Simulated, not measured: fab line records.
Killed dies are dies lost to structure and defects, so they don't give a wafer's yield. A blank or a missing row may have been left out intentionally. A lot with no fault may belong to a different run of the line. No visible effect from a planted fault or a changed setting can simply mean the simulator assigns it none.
fab line records	flow nand-harc
record: lots: 24	wafers: 72	last-day: 26
route steps=1159 shown A_CHANNEL_HOLE_D1@451 A_CHANNEL_FILL_D1@506
lots untouched by any fault: they come from a run of this same line in which no faults occurred
start-h: hours from the record's opening day to when the first of the lot's shown wafers began	wait-h: hours since the lot's step before	" the same as in the row above	L1.1+2: one row covering several wafers at once	- value missing, or start not given	* or withheld: withheld	< > ~ a bound
route shown NAME@n: names a module that has steps shown in the file, with the first one's number in the route	usual: mean/standard deviation taken from wafers without a fault	same: alike in all rows	chamber/n: place in a boat	sites: per-site readings	_std_site: the values' standard deviation	_edge_site: inner sites' mean taken away from outer sites' mean	radius-mm: for every site, how far away it sits from the centre of the wafer	mask NAME#n: copy n	behind: the tool/chamber that last shaped the wafer	hold: reason for holding the lot/hours on hold/outcome of the hold	device: names the non-switching transistor (n, p or np)	end of line: the tests these same wafers got at the end of their route	a step with no rows: only its recipe	killed: the dies lost at the first sort to structure and to defects; this is not the yield of the wafer	map: dies across one wafer; x = killed, . = not, _ = none there
set.NAME: the setting the step ran with; set.NAME@STEP: the setting that earlier step ran with	model.NAME: the simulator's own value behind a step, which no gauge read
a sample of lots followed through the steps of the route, with each step as a table and each wafer as a row
services: a tool's chamber out of use, with start hour (start-h, from the record's first day; less than 0 if before it), hours out, and reason
== steps ==
step: NHARC_A_CHANNEL_HOLE_D1_DEP_01
recipe: target-thk-a: 1400	target-thk-nm: 140	temp-c: 400	pressure-torr: 3.5	flow-sccm: 200	rf-w: 350	material: SiON
usual: heater-power-outer-w: 429/51	heater-power-w: 736/72
lot.wafer	tool	chamber	start-h	wait-h	heater-power-outer-w	heater-power-w
L074.3	pecvd-01	0	172.53	1.0	400	684
L074.5	"	0	"	"	397	717
L074.4	"	1	"	"	524	822
L076.1	pecvd-03	2	187.19	1.6	436	742
L076.3	"	1	"	"	439	714
L076.4	"	2	"	"	326	601
L075.3	pecvd-02	0	187.26	1.0	476	802
L075.4	"	1	"	"	374	698
L075.5	"	0	"	"	471	791
L078.2	pecvd-03	2	191.01	1.3	396	713
L078.1	"	0	"	"	408	678
L078.4	"	2	"	"	399	702
L077.1	pecvd-02	0	191.69	1.6	395	704
L077.2	"	1	"	"	362	668
L077.5	"	2	"	"	298	558
L079.2	pecvd-01	1	209.00	1.3	522	808
L079.5	"	1	"	"	522	805
L079.4	"	0	"	"	457	775
L080.3	pecvd-01	0	209.81	1.0	440	755
L080.2	"	2	"	"	409	756
L080.5	"	1	"	"	511	801
L081.5	pecvd-03	2	219.58	0.4	430	713
L081.6	"	0	"	"	392	662
L081.4	"	1	"	"	424	693
L082.3	pecvd-01	2	219.82	1.0	433	788
L082.6	"	2	"	"	440	800
L082.5	"	1	"	"	536	836
L083.3	pecvd-03	1	226.62	1.0	429	677
L083.2	"	2	"	"	388	658
L083.4	"	1	"	"	420	669
L084.2	pecvd-01	1	227.38	1.6	490	786
L084.4	"	0	"	"	449	759
L084.6	"	1	"	"	511	774
L085.2	pecvd-02	0	249.18	1.3	499	836
L085.4	"	2	"	"	297	583
L085.6	"	1	"	"	363	673
L087.2	pecvd-02	2	251.09	1.3	282	571
L087.6	"	1	"	"	372	698
L087.4	"	0	"	"	431	736
L086.3	pecvd-01	2	251.28	1.0	460	861
L086.2	"	0	"	"	394	690
L086.6	"	1	"	"	432	714
L089.2	pecvd-01	1	259.54	1.3	385	651
L089.4	"	1	"	"	392	649
L089.5	"	2	"	"	375	728
L088.1	pecvd-01	1	265.98	1.6	444	704
L088.2	"	0	"	"	382	688
L088.5	"	1	"	"	429	699
L090.2	pecvd-01	2	274.10	1.4	488	884
L090.6	"	0	"	"	440	745
L090.5	"	1	"	"	481	773
L092.1	pecvd-01	0	283.06	1.6	417	730
L092.3	"	1	"	"	486	764
L092.4	"	2	"	"	429	807
L091.3	pecvd-03	0	283.18	1.0	432	711
L091.2	"	2	"	"	417	711
L091.6	"	2	"	"	415	698
L093.1	pecvd-01	0	293.37	1.6	444	747
L093.2	"	1	"	"	480	779
L093.5	"	0	"	"	452	765
L094.2	pecvd-01	2	294.22	1.4	432	789
L094.3	"	0	"	"	345	624
L094.1	"	1	"	"	452	733
L095.2	pecvd-01	0	295.26	1.3	364	669
L095.3	"	1	"	"	471	759
L095.6	"	1	"	"	483	774
L096.3	pecvd-01	2	314.42	1.0	480	889
L096.2	"	0	"	"	408	697
L096.6	"	0	"	"	411	722
L097.2	pecvd-01	2	314.79	1.3	480	850
L097.6	"	2	"	"	486	892
L097.4	"	0	"	"	455	755
step: NHARC_A_CHANNEL_HOLE_D1_OVL_MEAS_11
usual: overlay-x-nm: 0.1/1	overlay-y-nm: 0.0/1.1
lot.wafer	tool	chamber	start-h	wait-h	overlay-x-nm	overlay-y-nm
L074.3	overlay-01	-	173.18	-	-1.1	0.4
L074.4	"	-	"	"	-0.5	0.7
L074.5	"	-	"	"	-1.3	0.4
L076.1	overlay-02	-	187.87	-	-0.1	-1.3
L076.3	"	-	"	"	0.2	-0.6
L076.4	"	-	"	"	0.8	-0.7
L075.3	overlay-01	-	188.03	-	-0.4	0.5
L075.4	"	-	"	"	-0.7	0.9
L075.5	"	-	"	"	-0.3	-0.1
L078.1	overlay-02	-	191.79	-	-0.6	-1.6
L078.2	"	-	"	"	-0.2	-1.8
L078.4	"	-	"	"	-0.6	-1.6
L077.1	overlay-02	-	192.53	-	1.9	1.5
L077.2	"	-	"	"	2.0	1.8
L077.5	"	-	"	"	1.8	1.6
L079.2	overlay-02	-	209.69	-	1.6	-0.6
L079.4	"	-	"	"	1.7	0.0
L079.5	"	-	"	"	1.2	-0.5
L080.2	overlay-01	-	210.62	-	1.4	-1.0
L080.3	"	-	"	"	1.8	-1.0
L080.5	"	-	"	"	1.2	-1.2
L081.4	overlay-02	-	220.18	-	0.4	-0.5
L081.5	"	-	"	"	0.3	-0.9
L081.6	"	-	"	"	0.3	-0.2
L082.3	overlay-02	-	220.63	-	1.5	-0.3
L082.5	"	-	"	"	1.7	0.0
L082.6	"	-	"	"	1.7	-0.1
L083.2	overlay-01	-	227.40	-	-0.5	0.6
L083.3	"	-	"	"	-1.0	1.0
L083.4	"	-	"	"	-0.7	0.4
L084.2	overlay-02	-	228.14	-	0.2	-0.2
L084.4	"	-	"	"	0.4	-0.3
L084.6	"	-	"	"	-0.5	-0.2
L085.2	overlay-02	-	249.96	-	1.2	1.8
L085.4	"	-	"	"	1.3	1.6
L085.6	"	-	"	"	1.1	1.5
L087.2	overlay-01	-	251.74	-	-0.6	-0.3
L087.4	"	-	"	"	-1.1	0.2
L087.6	"	-	"	"	-0.8	-0.1
L086.2	overlay-02	-	252.09	-	0.1	-0.7
L086.3	"	-	"	"	0.7	-0.8
L086.6	"	-	"	"	1.2	-1.4
L089.2	overlay-01	-	260.21	-	1.8	0.7
L089.4	"	-	"	"	1.3	0.1
L089.5	"	-	"	"	0.6	0.4
L088.1	overlay-02	-	266.79	-	-0.4	2.0
L088.2	"	-	"	"	-0.8	1.4
L088.5	"	-	"	"	-0.1	1.8
L090.2	overlay-02	-	274.72	-	-1.6	0.8
L090.5	"	-	"	"	-1.7	1.2
L090.6	"	-	"	"	-1.8	1.5
L092.1	overlay-02	-	283.85	-	-0.7	-1.5
L092.3	"	-	"	"	-0.5	-2.3
L092.4	"	-	"	"	-0.3	-2.1
L091.2	overlay-01	-	284.00	-	0.3	-2.4
L091.3	"	-	"	"	-0.4	-2.4
L091.6	"	-	"	"	-0.6	-1.8
L093.1	overlay-01	-	294.17	-	0.8	0.4
L093.2	"	-	"	"	0.3	0.1
L093.5	"	-	"	"	-0.7	0.4
L094.1	overlay-01	-	295.04	-	-0.2	-0.4
L094.2	"	-	"	"	0.1	-0.9
L094.3	"	-	"	"	0.2	-0.5
L095.2	overlay-02	-	295.94	-	-0.8	-1.1
L095.3	"	-	"	"	-1.5	-0.6
L095.6	"	-	"	"	-1.3	-0.5
L096.2	overlay-02	-	315.21	-	0.4	0.3
L096.3	"	-	"	"	0.2	0.3
L096.6	"	-	"	"	0.0	0.5
L097.2	overlay-02	-	315.45	-	-1.8	1.4
L097.4	"	-	"	"	-1.6	1.2
L097.6	"	-	"	"	-1.5	1.8
step: NHARC_A_CHANNEL_HOLE_D1_DESCUM_15
recipe: time-s: 3	o2-flow-sccm: 200	ar-flow-sccm: 0	bias-power-w: 0	chemistry: O2
usual: drypump-motor-current-A: 5.9/0.41	oes-product-au: 1.004/0.0092	rf-vpp-V: 57.7/0.93	showerhead-plenum-p-Torr: 1.90/0.084	throttle-valve-pct: 11.310/0.0094
lot.wafer	tool	chamber	start-h	wait-h	drypump-motor-current-A	oes-product-au	rf-hours-counter-h	rf-vpp-V	showerhead-plenum-p-Torr	throttle-valve-pct
L074.4	rie-diel-10	2	173.29	0.1	5.3	1.004	12	58.5	2.00	11.320
L074.3	"	3	"	"	6.2	1.009	15	57.3	1.79	11.316
L074.5	"	1	"	"	5.7	1.006	-	57.2	2.02	11.331
L076.4	rie-diel-04	0	187.97	0.1	6.0	0.985	3	58.8	1.88	11.316
L076.3	"	1	"	"	6.5	1.007	4	57.1	1.79	11.325
L076.1	"	3	"	"	5.1	0.988	4	57.6	1.91	11.317
L075.4	rie-diel-09	3	188.12	0.1	6.0	0.987	7	58.0	1.87	11.309
L075.3	"	0	"	"	6.2	1.016	7	56.9	1.87	11.301
L075.5	"	3	"	"	5.9	0.989	-	57.7	1.87	11.303
L078.1	rie-diel-10	3	191.90	0.1	6.1	1.009	1	58.1	1.79	11.320
L078.4	"	0	"	"	6.2	0.994	1	59.1	2.03	11.302
L078.2	"	1	"	"	5.7	1.003	1	56.9	2.02	11.305
L077.2	rie-diel-04	2	192.62	0.1	5.8	0.998	4	57.1	1.82	11.309
L077.1	"	3	"	"	5.1	0.998	4	60.0	1.91	11.299
L077.5	"	0	"	"	6.0	0.999	-	57.7	1.88	11.313
L079.2	rie-diel-04	2	209.78	0.1	5.8	1.007	6	56.5	1.82	11.311
L079.4	"	3	"	"	5.1	0.991	6	57.6	1.91	11.312
L079.5	"	2	"	"	5.8	1.007	-	58.5	1.82	11.312
L080.3	rie-diel-09	2	210.72	0.1	5.7	1.005	7	56.5	1.90	11.310
L080.2	"	3	"	"	5.9	1.002	8	57.4	1.87	11.312
L080.5	"	1	"	"	6.4	0.995	-	57.4	1.80	11.303
L081.4	rie-diel-09	0	220.29	0.1	6.2	1.014	10	57.5	1.87	11.304
L081.5	"	3	"	"	5.9	0.991	-	57.5	1.87	11.329
L081.6	"	0	"	"	6.2	1.016	-	57.6	1.87	11.300
L082.3	rie-diel-10	2	220.73	0.1	5.3	1.016	3	58.2	2.00	11.313
L082.6	"	0	"	"	6.2	0.991	-	58.6	2.03	11.303
L082.5	"	1	"	"	5.7	1.009	-	58.8	2.02	11.318
L083.4	rie-diel-10	3	227.50	0.1	6.2	0.994	3	58.6	1.79	11.309
L083.2	"	1	"	"	5.7	0.993	3	57.1	2.01	11.306
L083.3	"	2	"	"	5.3	1.005	4	57.0	2.00	11.298
L084.2	rie-diel-09	0	228.24	0.1	6.2	1.021	10	58.3	1.87	11.318
L084.4	"	1	"	"	6.4	1.003	10	56.3	1.80	11.301
L084.6	"	0	"	"	6.2	1.021	-	57.2	1.87	11.313
L085.4	rie-diel-04	0	250.06	0.1	6.0	1.004	7	57.7	1.88	11.307
L085.2	"	3	"	"	5.1	1.001	7	58.6	1.91	11.285
L085.6	"	1	"	"	6.5	1.015	-	58.0	1.79	11.301
L087.2	rie-diel-10	2	251.85	0.1	5.3	1.011	5	57.6	2.00	11.308
L087.4	"	3	"	"	6.1	1.018	5	57.6	1.79	11.315
L087.6	"	2	"	"	5.3	1.020	-	57.9	2.00	11.308
L086.3	rie-diel-04	2	252.19	0.1	5.8	0.996	8	56.6	1.82	11.295
L086.2	"	0	"	"	6.0	1.004	8	57.8	1.88	11.310
L086.6	"	2	"	"	5.8	0.999	-	57.9	1.82	11.308
L089.2	rie-diel-10	1	260.31	0.1	5.7	1.015	6	58.1	2.01	11.312
L089.4	"	2	"	"	5.3	1.008	6	56.7	2.00	11.322
L089.5	"	2	"	"	5.3	1.013	-	58.0	2.00	11.318
L088.2	rie-diel-10	1	266.89	0.1	5.7	1.004	7	57.6	2.01	11.303
L088.1	"	0	"	"	6.2	0.999	8	58.3	2.03	11.300
L088.5	"	2	"	"	5.3	1.007	-	58.2	2.00	11.286
L090.2	rie-diel-09	2	274.84	0.1	5.7	1.005	0	55.5	1.90	11.286
L090.6	"	1	"	"	6.4	1.011	-	58.1	1.80	11.304
L090.5	"	2	"	"	5.7	1.000	-	58.9	1.90	11.309
L092.1	rie-diel-09	2	283.94	0.1	5.7	0.996	1	58.4	1.90	11.309
L092.3	"	1	"	"	6.5	1.001	1	56.2	1.80	11.328
L092.4	"	1	"	"	6.5	1.002	-	55.5	1.80	11.317
L091.2	rie-diel-04	2	284.10	0.1	5.8	0.992	9	58.0	1.82	11.310
L091.3	"	1	"	"	6.5	1.012	8	57.5	1.79	11.295
L091.6	"	3	"	"	5.1	0.997	-	59.2	1.91	11.309
L093.1	rie-diel-09	2	294.28	0.1	5.7	1.000	2	57.3	1.90	11.308
L093.2	"	0	"	"	6.2	1.014	1	57.5	1.86	11.306
L093.5	"	1	"	"	6.4	1.015	-	57.8	1.80	11.322
L094.1	rie-diel-10	3	295.15	0.1	6.1	1.014	10	57.9	1.79	11.302
L094.3	"	0	"	"	6.2	1.001	10	59.2	2.03	11.314
L094.2	"	1	"	"	5.7	0.998	9	59.7	2.01	11.316
L095.2	rie-diel-09	0	296.05	0.1	6.2	1.009	2	57.1	1.86	11.306
L095.3	"	2	"	"	5.7	1.002	3	58.1	1.90	11.322
L095.6	"	0	"	"	6.2	1.013	-	58.2	1.86	11.310
L096.2	rie-diel-09	0	315.31	0.1	6.2	1.002	2	58.2	1.86	11.297
L096.3	"	2	"	"	5.7	1.009	3	57.1	1.90	11.310
L096.6	"	0	"	"	6.2	1.003	-	56.0	1.86	11.302
L097.2	rie-diel-10	0	315.56	0.1	6.2	1.005	11	58.1	2.03	11.319
L097.4	"	2	"	"	5.3	1.006	11	57.8	2.00	11.310
L097.6	"	0	"	"	6.2	0.999	-	58.2	2.03	11.301
step: NHARC_A_CHANNEL_HOLE_D1_ETCH_38
recipe: target-depth-a: 390	over-etch-frac: 0.3	time-s: 65	ion-energy-ev: 80	cf4-flow-sccm: 150	ar-flow-sccm: 0	rf-w: 300	bias-w: 100	chemistry: CF4
usual: drypump-motor-current-A: 5.9/0.4	oes-product-au: 1.002/0.01	rf-vpp-V: 151.1/1.1	showerhead-plenum-p-Torr: 1.76/0.072	throttle-valve-pct: 13.284/0.0089
lot.wafer	tool	chamber	start-h	wait-h	drypump-motor-current-A	oes-product-au	rf-hours-counter-h	rf-vpp-V	showerhead-plenum-p-Torr	throttle-valve-pct
L074.3	rie-diel-10	1	173.37	0.1	5.7	1.001	13	152.0	1.86	13.291
L074.4	"	3	"	"	6.1	1.000	15	150.0	1.66	13.283
L074.5	"	1	"	"	5.7	0.999	-	152.2	1.86	13.284
L076.4	rie-diel-04	2	188.05	0.1	5.8	0.990	4	149.7	1.69	13.293
L076.3	"	3	"	"	5.1	1.002	4	151.1	1.77	13.285
L076.1	"	1	"	"	6.5	1.005	4	151.0	1.66	13.286
L075.4	rie-diel-09	1	188.21	0.1	6.4	0.984	6	149.8	1.67	13.279
L075.3	"	3	"	"	5.9	0.980	7	150.0	1.73	13.289
L075.5	"	1	"	"	6.5	0.982	-	151.0	1.67	13.284
L078.1	rie-diel-10	2	191.98	0.1	5.3	1.018	1	152.4	1.84	13.270
L078.2	"	0	"	"	6.2	0.996	1	152.7	1.87	13.273
L078.4	"	1	"	"	5.7	0.999	1	152.5	1.86	13.269
L077.2	rie-diel-04	3	192.73	0.1	5.1	0.988	4	151.6	1.77	13.280
L077.1	"	0	"	"	6.0	0.997	4	150.4	1.74	13.267
L077.5	"	2	"	"	5.8	1.010	-	150.0	1.69	13.296
L079.2	rie-diel-04	1	209.88	0.1	6.5	1.003	4	150.1	1.66	13.280
L079.4	"	2	"	"	5.8	1.001	6	150.0	1.69	13.285
L079.5	"	0	"	"	6.0	1.001	-	151.4	1.74	13.275
L080.3	rie-diel-09	0	210.81	0.1	6.2	1.014	8	149.4	1.73	13.296
L080.2	"	1	"	"	6.5	0.991	7	150.7	1.67	13.290
L080.5	"	2	"	"	5.7	1.000	-	152.5	1.76	13.281
L081.4	rie-diel-09	0	220.37	0.1	6.2	1.007	10	150.7	1.73	13.274
L081.5	"	3	"	"	5.9	0.984	-	150.6	1.73	13.285
L081.6	"	0	"	"	6.1	1.018	-	150.4	1.73	13.290
L082.3	rie-diel-10	1	220.83	0.1	5.6	1.001	2	153.1	1.86	13.258
L082.6	"	2	"	"	5.3	1.022	-	153.0	1.84	13.275
L082.5	"	0	"	"	6.2	1.005	-	152.0	1.87	13.292
L083.3	rie-diel-10	1	227.59	0.1	5.7	1.004	3	152.8	1.86	13.293
L083.2	"	2	"	"	5.3	1.009	4	153.0	1.84	13.274
L083.4	"	3	"	"	6.2	1.009	3	149.0	1.66	13.289
L084.4	rie-diel-09	2	228.32	0.1	5.7	0.991	10	150.7	1.76	13.293
L084.2	"	3	"	"	5.9	0.982	10	150.9	1.73	13.290
L084.6	"	3	"	"	5.9	0.988	-	149.9	1.73	13.278
L085.2	rie-diel-04	3	250.15	0.1	5.1	0.986	7	151.4	1.77	13.285
L085.4	"	1	"	"	6.5	1.010	6	150.3	1.66	13.283
L085.6	"	3	"	"	5.1	0.997	-	151.2	1.77	13.285
L087.4	rie-diel-10	1	251.93	0.1	5.7	1.015	5	152.5	1.85	13.298
L087.2	"	3	"	"	6.1	1.003	5	149.7	1.66	13.267
L087.6	"	2	"	"	5.3	1.017	-	151.5	1.84	13.280
L086.2	rie-diel-04	2	252.28	0.1	5.8	0.994	8	150.6	1.69	13.294
L086.3	"	3	"	"	5.1	0.987	8	152.1	1.77	13.279
L086.6	"	2	"	"	5.8	0.984	-	150.8	1.69	13.277
L089.4	rie-diel-10	0	260.39	0.1	6.2	1.004	6	152.2	1.87	13.298
L089.2	"	3	"	"	6.2	1.009	6	150.3	1.66	13.291
L089.5	"	0	"	"	6.2	0.992	-	153.2	1.87	13.284
L088.1	rie-diel-10	1	266.97	0.1	5.7	1.000	7	151.6	1.85	13.278
L088.2	"	0	"	"	6.3	1.001	8	152.1	1.87	13.282
L088.5	"	2	"	"	5.3	1.005	-	152.8	1.84	13.298
L090.2	rie-diel-09	3	274.92	0.1	5.9	1.010	0	151.8	1.73	13.282
L090.5	"	3	"	"	5.9	1.015	-	151.0	1.73	13.288
L090.6	"	1	"	"	6.5	1.003	-	150.5	1.67	13.267
L092.3	rie-diel-09	3	284.05	0.1	5.9	1.001	1	151.2	1.73	13.302
L092.1	"	1	"	"	6.4	1.013	1	150.7	1.67	13.289
L092.4	"	3	"	"	5.9	1.011	-	151.4	1.73	13.294
L091.3	rie-diel-04	2	284.19	0.1	5.8	0.994	9	150.1	1.69	13.293
L091.2	"	3	"	"	5.1	0.985	9	151.8	1.77	13.283
L091.6	"	0	"	"	6.0	1.007	-	150.8	1.74	13.281
L093.1	rie-diel-09	3	294.37	0.1	5.9	1.007	2	150.7	1.73	13.288
L093.2	"	0	"	"	6.2	1.017	1	151.8	1.73	13.294
L093.5	"	1	"	"	6.5	1.005	-	150.7	1.67	13.292
L094.1	rie-diel-10	3	295.23	0.1	6.2	1.005	10	149.0	1.66	13.289
L094.2	"	1	"	"	5.7	1.009	9	151.2	1.85	13.287
L094.3	"	2	"	"	5.3	1.014	9	151.9	1.84	13.288
L095.3	rie-diel-09	0	296.13	0.1	6.2	1.016	2	152.4	1.73	13.277
L095.2	"	1	"	"	6.4	1.007	3	149.1	1.67	13.256
L095.6	"	3	"	"	5.9	1.005	-	150.6	1.73	13.280
L096.2	rie-diel-09	3	315.40	0.1	5.9	0.999	3	150.8	1.73	13.292
L096.3	"	1	"	"	6.4	1.016	3	149.2	1.67	13.276
L096.6	"	3	"	"	5.9	1.009	-	150.5	1.73	13.282
L097.4	rie-diel-10	1	315.64	0.1	5.7	1.000	10	152.4	1.85	13.284
L097.2	"	3	"	"	6.1	0.992	11	150.6	1.66	13.286
L097.6	"	0	"	"	6.2	0.988	-	151.2	1.87	13.283
step: NHARC_A_CHANNEL_HOLE_D1_ETCH_19
recipe: bias-v: 1200	source-w: 2500	pressure-mtorr: 15	time-s: 34.5	ar-flow-sccm: 375	c4f8-flow-sccm: 28.8	o2-flow-sccm: 96.2	temp-c: -20	target-depth-a: *	chemistry: C4F8/O2/Ar
usual: drypump-motor-current-A: 5.77/0.08	showerhead-plenum-p-Torr: 3.79/0.11	throttle-valve-pct: 37.038/0.0085
lot.wafer	tool	chamber	start-h	wait-h	drypump-motor-current-A	rf-hours-counter-h	showerhead-plenum-p-Torr	throttle-valve-pct
L074.3	har-etch-01	0	174.50	0.1	5.67	-	3.88	37.025
L074.4	"	1	"	"	5.83	-	3.88	37.037
L074.5	"	1	"	"	5.86	-	3.88	37.042
L076.1	har-etch-01	1	189.17	0.1	5.81	191	3.87	37.056
L076.3	"	0	"	"	5.65	-	3.87	37.022
L076.4	"	1	"	"	5.81	-	3.87	37.054
L075.3	har-etch-02	1	189.34	0.1	5.73	-	3.86	37.012
L075.4	"	0	"	"	5.86	-	3.62	37.041
L075.5	"	1	"	"	5.74	-	3.86	37.030
L078.2	har-etch-01	0	194.98	2.0	5.65	196	3.87	37.049
L078.1	"	1	"	"	5.81	196	3.87	37.040
L078.4	"	0	"	"	5.67	-	3.87	37.025
L077.2	har-etch-02	0	195.13	1.2	5.88	110	3.62	37.029
L077.1	"	1	"	"	5.75	110	3.86	37.033
L077.5	"	1	"	"	5.74	-	3.86	37.044
L079.2	har-etch-01	1	210.97	0.1	5.79	200	3.87	37.029
L079.4	"	1	"	"	5.80	-	3.87	37.030
L079.5	"	0	"	"	5.66	-	3.87	37.020
L080.2	har-etch-02	0	211.91	0.1	5.89	114	3.62	37.033
L080.3	"	0	"	"	5.86	-	3.62	37.032
L080.5	"	0	"	"	5.87	-	3.62	37.028
L081.4	har-etch-01	0	221.51	0.1	5.65	-	3.86	37.044
L081.5	"	1	"	"	5.78	-	3.86	37.043
L081.6	"	0	"	"	5.65	-	3.86	37.029
L082.3	har-etch-02	0	222.17	0.1	5.89	-	3.62	37.049
L082.6	"	1	"	"	5.74	-	3.85	37.043
L082.5	"	0	"	"	5.89	-	3.62	37.035
L083.2	har-etch-01	1	228.71	0.1	5.81	209	3.86	37.034
L083.3	"	0	"	"	5.65	-	3.86	37.033
L083.4	"	1	"	"	5.81	-	3.86	37.032
L084.2	har-etch-02	1	229.45	0.1	5.76	123	3.85	37.034
L084.4	"	0	"	"	5.88	-	3.61	37.043
L084.6	"	0	"	"	5.87	-	3.61	37.029
L085.2	har-etch-01	1	252.55	1.4	5.81	218	3.86	37.053
L085.4	"	0	"	"	5.65	-	3.86	37.032
L085.6	"	1	"	"	5.81	-	3.86	37.058
L087.2	har-etch-02	1	254.35	1.4	5.75	133	3.84	37.033
L087.4	"	0	"	"	5.88	-	3.61	37.046
L087.6	"	0	"	"	5.90	-	3.61	37.047
L086.2	har-etch-01	1	256.74	3.4	5.81	222	3.86	37.036
L086.3	"	0	"	"	5.65	-	3.85	37.039
L086.6	"	1	"	"	5.80	-	3.86	37.032
L089.2	har-etch-02	1	261.56	0.1	5.74	138	3.84	37.040
L089.4	"	0	"	"	5.85	-	3.60	37.040
L089.5	"	1	"	"	5.75	-	3.84	37.037
L088.2	har-etch-01	1	268.07	0.1	5.83	228	3.85	37.043
L088.1	"	0	"	"	5.67	228	3.85	37.043
L088.5	"	0	"	"	5.67	-	3.85	37.043
L090.2	har-etch-02	0	276.21	0.1	5.86	142	3.60	37.032
L090.6	"	0	"	"	5.88	-	3.60	37.036
L090.5	"	1	"	"	5.73	-	3.84	37.052
L092.1	har-etch-01	1	285.22	0.1	5.82	234	3.85	37.034
L092.3	"	1	"	"	5.82	-	3.85	37.036
L092.4	"	0	"	"	5.66	-	3.85	37.035
L091.2	har-etch-02	0	285.80	0.6	5.88	148	3.60	37.029
L091.3	"	0	"	"	5.85	-	3.60	37.037
L091.6	"	1	"	"	5.74	-	3.84	37.053
L093.1	har-etch-02	0	295.46	0.1	5.86	153	3.60	37.033
L093.2	"	1	"	"	5.74	153	3.83	37.045
L093.5	"	1	"	"	5.76	-	3.83	37.027
L094.2	har-etch-01	0	296.34	0.1	5.65	241	3.84	37.034
L094.1	"	1	"	"	5.83	241	3.84	37.026
L094.3	"	1	"	"	5.80	-	3.84	37.031
L095.2	har-etch-02	1	299.64	2.5	5.75	157	3.83	37.025
L095.3	"	0	"	"	5.87	-	3.59	37.036
L095.6	"	1	"	"	5.75	-	3.83	37.048
L096.2	har-etch-02	1	316.51	0.1	5.74	164	3.83	37.037
L096.3	"	1	"	"	5.75	-	3.83	37.033
L096.6	"	1	"	"	5.75	-	3.83	37.060
L097.2	har-etch-02	0	320.67	4.0	5.89	168	3.59	37.052
L097.4	"	1	"	"	5.73	-	3.82	37.039
L097.6	"	1	"	"	5.75	-	3.82	37.036
step: NHARC_A_CHANNEL_FILL_D1_THK_MEAS_06
recipe: thk-meas-gauge: ellipsometry
usual: thk-nm: 5.0/0.94
lot.wafer	tool	chamber	start-h	wait-h	thk-nm
L074.3	film-metro-01	-	221.12	0.4	4.9
L074.4	"	-	"	"	5.5
L074.5	"	-	"	"	2.3
L076.1	film-metro-01	-	231.77	0.4	6.4
L076.3	"	-	"	"	6.0
L076.4	"	-	"	"	5.0
L075.3	film-metro-02	-	231.80	0.4	3.9
L075.4	"	-	"	"	4.5
L075.5	"	-	"	"	5.3
L078.1	film-metro-02	-	236.89	0.4	5.3
L078.2	"	-	"	"	4.9
L078.4	"	-	"	"	4.7
L077.1	film-metro-01	-	236.89	0.4	5.8
L077.2	"	-	"	"	5.4
L077.5	"	-	"	"	5.9
L079.2	film-metro-01	-	253.19	0.4	4.7
L079.4	"	-	"	"	4.6
L079.5	"	-	"	"	6.3
L080.2	film-metro-02	-	253.19	0.4	4.7
L080.3	"	-	"	"	5.1
L080.5	"	-	"	"	3.6
L082.3	film-metro-01	-	263.06	0.4	4.2
L082.5	"	-	"	"	3.3
L082.6	"	-	"	"	5.2
L081.4	film-metro-02	-	263.07	0.4	4.8
L081.5	"	-	"	"	5.5
L081.6	"	-	"	"	4.9
L084.2	film-metro-02	-	270.73	0.4	5.8
L084.4	"	-	"	"	4.8
L084.6	"	-	"	"	3.8
L083.2	film-metro-01	-	270.73	0.4	5.0
L083.3	"	-	"	"	6.4
L083.4	"	-	"	"	5.9
L087.2	film-metro-02	-	295.35	0.4	4.3
L087.4	"	-	"	"	5.4
L087.6	"	-	"	"	4.8
L085.2	film-metro-01	-	295.36	0.4	5.1
L085.4	"	-	"	"	4.4
L085.6	"	-	"	"	6.5
L086.2	film-metro-01	-	299.08	0.4	4.6
L086.3	"	-	"	"	3.2
L086.6	"	-	"	"	3.3
L089.2	film-metro-02	-	304.38	0.4	5.5
L089.4	"	-	"	"	5.1
L089.5	"	-	"	"	4.1
L088.1	film-metro-02	-	310.48	0.4	3.7
L088.2	"	-	"	"	5.1
L088.5	"	-	"	"	5.6
L090.2	film-metro-02	-	317.98	0.4	4.7
L090.5	"	-	"	"	5.5
L090.6	"	-	"	"	5.0
L092.1	film-metro-02	-	328.84	0.4	3.1
L092.3	"	-	"	"	6.7
L092.4	"	-	"	"	3.5
L091.2	film-metro-01	-	328.84	0.4	5.5
L091.3	"	-	"	"	5.4
L091.6	"	-	"	"	3.9
L093.1	film-metro-01	-	337.91	0.4	6.2
L093.2	"	-	"	"	5.3
L093.5	"	-	"	"	5.4
L094.1	film-metro-02	-	337.91	0.4	5.8
L094.2	"	-	"	"	5.4
L094.3	"	-	"	"	5.8
L095.2	film-metro-02	-	341.30	0.4	4.2
L095.3	"	-	"	"	5.3
L095.6	"	-	"	"	3.5
L096.2	film-metro-01	-	362.49	0.4	2.9
L096.3	"	-	"	"	4.5
L096.6	"	-	"	"	4.3
L097.2	film-metro-02	-	362.49	0.4	5.9
L097.4	"	-	"	"	5.4
L097.6	"	-	"	"	4.6
== services ==
tool	chamber	start-h	hours	kind
rie-diel-04	0	148.56	4.5	repair
pecvd-02	-	153.00	13.0	pm
rie-diel-10	0	155.78	-	clean
rie-diel-10	1	155.78	-	clean
rie-diel-10	2	155.78	-	clean
rie-diel-10	3	155.78	-	clean
rie-diel-09	0	159.60	-	clean
rie-diel-04	0	161.23	3.2	repair
rie-diel-04	3	172.35	1.7	repair
rie-diel-10	-	176.50	9.0	pm
rie-diel-04	1	189.69	10.0	repair
rie-diel-10	0	201.79	4.0	repair
rie-diel-10	1	206.42	9.1	repair
rie-diel-10	0	213.29	6.2	repair
rie-diel-10	3	214.68	7.3	repair
rie-diel-04	3	234.87	9.8	repair
pecvd-01	-	237.10	13.0	pm
rie-diel-09	-	254.22	9.0	pm
pecvd-02	-	261.75	1.0	repair
rie-diel-09	0	273.31	11.1	repair
rie-diel-04	-	289.05	9.0	pm
pecvd-03	-	292.08	13.0	pm
rie-diel-10	3	300.91	5.7	repair
har-etch-01	-	305.00	17.0	pm
== key ==
fault none
